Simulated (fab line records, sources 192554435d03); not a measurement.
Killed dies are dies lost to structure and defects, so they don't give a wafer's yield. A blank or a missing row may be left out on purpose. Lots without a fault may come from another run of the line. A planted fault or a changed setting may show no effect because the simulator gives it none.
Chamber matching | flow n5_finfet | N5_BEOL_M2_PRE_CLEAN_60 on cvd_co-02: 3 sister chambers
The step time 15 s. 6 wafers are shown with their chamber, then 12 later ones without.

WAFERS WITH THEIR CHAMBER
wafer  | chamber | heater_power_w (W) | heater_power_outer_w (W)
L082.1 | 1       | 73                 | 12
L082.2 | 0       | 105                | 18
L082.3 | 2       | 51                 | 0
L082.4 | 0       | 105                | 18
L082.5 | 2       | 50                 | 0
L082.6 | 1       | 75                 | 13

WAFERS WITHOUT THEIR CHAMBER
wafer  | heater_power_w (W) | heater_power_outer_w (W)
L083.2 | 73                 | 13
L083.4 | 72                 | 13
L083.6 | 50                 | 0
L086.1 | 107                | 18
L086.3 | 51                 | 1
L086.5 | 77                 | 13
L088.2 | 51                 | 1
L088.3 | 73                 | 13
L088.4 | 104                | 18
L093.2 | 74                 | 13
L093.3 | 52                 | 1
L093.4 | 73                 | 13

WHICH CHAMBER EACH WENT THROUGH
wafer  | from the rows above | in truth
L083.2 | 1                   | 1
L083.4 | 1                   | 1
L083.6 | 2                   | 2
L086.1 | 0                   | 0
L086.3 | 2                   | 2
L086.5 | 1                   | 1
L088.2 | 2                   | 2
L088.3 | 1                   | 1
L088.4 | 0                   | 0
L093.2 | 1                   | 1
L093.3 | 2                   | 2
L093.4 | 1                   | 1
Placed correctly: 12 of 12. Can't be placed from these rows: 0. Placed wrongly: 0.
How it was worked out, from the rows above alone: a wafer's distance from a chamber is the root of the sum, over the readings, of the square of ((its reading less the chamber's mean) divided by the reading's scatter). The wafer belongs to the nearest chamber; if the next one is less than 2 further off, it can't be placed. A chamber's mean is the mean of its shown wafers. The scatter: the root of (the sum of the squares of (reading less its chamber's mean) over the shown wafers, divided by (wafers less chambers)).
